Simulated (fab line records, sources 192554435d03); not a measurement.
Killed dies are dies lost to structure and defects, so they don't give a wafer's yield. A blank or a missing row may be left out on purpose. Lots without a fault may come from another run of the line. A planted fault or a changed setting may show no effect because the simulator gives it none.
Chamber matching | flow n5_finfet | N5_BEOL_M14_DESCUM_33 on rie_diel-06: 4 sister chambers
The step chemistry O2, time 7.9 s. 16 wafers are shown with their chamber, then 8 later ones without.

WAFERS WITH THEIR CHAMBER
wafer  | chamber | showerhead_plenum_p_Torr (Torr) | oes_product_au (a.u.) | throttle_valve_pct (%)
L074.1 | 3       | 2.15                            | 0.96                  | 20.53
L074.4 | 3       | 2.15                            | 0.95                  | 20.53
L074.5 | 2       | 2.07                            | 0.68                  | 20.69
L077.1 | 2       | 2.07                            | 0.69                  | 20.69
L077.2 | 0       | 2.20                            | 0.81                  | 20.64
L077.5 | 2       | 2.06                            | 0.68                  | 20.69
L078.2 | 1       | 2.22                            | 0.82                  | 20.59
L078.4 | 0       | 2.20                            | 0.82                  | 20.62
L078.6 | 1       | 2.22                            | 0.82                  | 20.60
L079.3 | 3       | 2.15                            | 0.91                  | 20.54
L079.4 | 1       | 2.22                            | 0.82                  | 20.58
L079.6 | 3       | 2.15                            | 0.91                  | 20.54
L081.2 | 3       | 2.15                            | 0.90                  | 20.54
L081.3 | 2       | 2.06                            | 0.69                  | 20.69
L081.4 | 1       | 2.21                            | 0.81                  | 20.61
L088.1 | 3       | 2.14                            | 0.85                  | 20.59

SIGNATURES (means of the wafers above)
reading                  | chamber 0 | chamber 1 | chamber 2 | chamber 3 | scatter within a chamber
showerhead_plenum_p_Torr | 2.2000    | 2.2175    | 2.0650    | 2.1483    | 0.00464
oes_product_au           | 0.8150    | 0.8175    | 0.6850    | 0.9133    | 0.0258
throttle_valve_pct       | 20.6300   | 20.5950   | 20.6900   | 20.5450   | 0.0165
Rule: a wafer's distance from a chamber is the root of the sum, over the readings, of the square of ((its reading less the chamber's mean) divided by the reading's scatter). The wafer belongs to the nearest chamber; if the next one is less than 2 further off, it can't be placed. The scatter: the root of (the sum of the squares of (reading less its chamber's mean) over the shown wafers, divided by (wafers less chambers)).

WAFERS WITHOUT THEIR CHAMBER
wafer  | showerhead_plenum_p_Torr (Torr) | oes_product_au (a.u.) | throttle_valve_pct (%)
L088.4 | 2.19                            | 0.78                  | 20.67
L088.6 | 2.14                            | 0.86                  | 20.60
L093.1 | 2.21                            | 0.79                  | 20.63
L093.3 | 2.14                            | 0.86                  | 20.59
L093.4 | 2.19                            | 0.77                  | 20.68
L091.2 | 2.14                            | 0.85                  | 20.59
L091.5 | 2.14                            | 0.85                  | 20.60
L091.6 | 2.06                            | 0.92                  | 20.37

WHICH CHAMBER EACH WENT THROUGH
wafer  | from the rows above     | in truth
L088.4 | 0                       | 0
L088.6 | 3                       | 3
L093.1 | can't be placed: 0 or 1 | 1
L093.3 | 3                       | 3
L093.4 | 0                       | 0
L091.2 | 3                       | 3
L091.5 | 3                       | 3
L091.6 | can't be placed: 2 or 3 | 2
Placed correctly: 6 of 8. Can't be placed from these rows: 2 (the true chamber is among the candidates in 2). Placed wrongly: 0.
